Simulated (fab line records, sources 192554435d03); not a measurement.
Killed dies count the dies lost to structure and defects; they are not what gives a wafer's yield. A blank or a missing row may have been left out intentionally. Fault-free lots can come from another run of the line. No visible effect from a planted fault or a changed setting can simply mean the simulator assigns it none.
Chamber matching || flow n5Finfet || aldSin-01 running N5_SPACER0_ALD_07: 4 sister chambers
The step deposits SiNx, target thk 2 nm. 14 wafers are shown with their chamber, then 6 later ones without.

== WAFERS PAIRED WITH THEIR CHAMBERS ==
{"wafer": "L141.2", "chamber": 3, "heaterPowerW (W)": 793}
{"wafer": "L141.4", "chamber": 1, "heaterPowerW (W)": 808}
{"wafer": "L142.1", "chamber": 2, "heaterPowerW (W)": 795}
{"wafer": "L142.2", "chamber": 3, "heaterPowerW (W)": 785}
{"wafer": "L142.6", "chamber": 2, "heaterPowerW (W)": 809}
{"wafer": "L143.1", "chamber": 2, "heaterPowerW (W)": 790}
{"wafer": "L143.2", "chamber": 0, "heaterPowerW (W)": 880}
{"wafer": "L143.4", "chamber": 3, "heaterPowerW (W)": 797}
{"wafer": "L144.1", "chamber": 0, "heaterPowerW (W)": 886}
{"wafer": "L144.2", "chamber": 3, "heaterPowerW (W)": 789}
{"wafer": "L144.3", "chamber": 1, "heaterPowerW (W)": 806}
{"wafer": "L146.1", "chamber": 0, "heaterPowerW (W)": 898}
{"wafer": "L146.3", "chamber": 1, "heaterPowerW (W)": 812}
{"wafer": "L146.5", "chamber": 1, "heaterPowerW (W)": 825}

SIGNATURES (averages over the wafers above)
{"reading": "heaterPowerW", "chamber 0": 888.00, "chamber 1": 812.75, "chamber 2": 798.00, "chamber 3": 791.00, "scatter within a chamber": 8.13}
Rule: for each reading, subtract the chamber's mean from the wafer's reading, divide by that reading's scatter and square the result; add these up over the readings and take the root, which gives the wafer's distance from the chamber. If the next closest chamber is less than 2 further off than the closest, the wafer can't be placed; otherwise it belongs to the closest. The scatter: take each reading less its chamber's mean, square it, sum over the shown wafers, divide by the number of wafers less the number of chambers, and take the root.

== WAFERS WITH NO CHAMBER GIVEN ==
{"wafer": "L153.1", "heaterPowerW (W)": 795}
{"wafer": "L153.5", "heaterPowerW (W)": 793}
{"wafer": "L153.6", "heaterPowerW (W)": 800}
{"wafer": "L155.3", "heaterPowerW (W)": 882}
{"wafer": "L155.4", "heaterPowerW (W)": 799}
{"wafer": "L155.5", "heaterPowerW (W)": 909}

== WHICH CHAMBER EACH WENT THROUGH ==
{"wafer": "L153.1", "from the rows above": "can't be placed: 2 or 3 or 1", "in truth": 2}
{"wafer": "L153.5", "from the rows above": "can't be placed: 3 or 2", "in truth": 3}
{"wafer": "L153.6", "from the rows above": "can't be placed: 2 or 3 or 1", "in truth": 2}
{"wafer": "L155.3", "from the rows above": 0, "in truth": 0}
{"wafer": "L155.4", "from the rows above": "can't be placed: 2 or 3 or 1", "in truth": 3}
{"wafer": "L155.5", "from the rows above": 0, "in truth": 0}
Placed correctly: 2 of 6. Unplaceable from these rows: 4, with the true chamber sitting among the candidates in 4. Wrongly placed: 0.
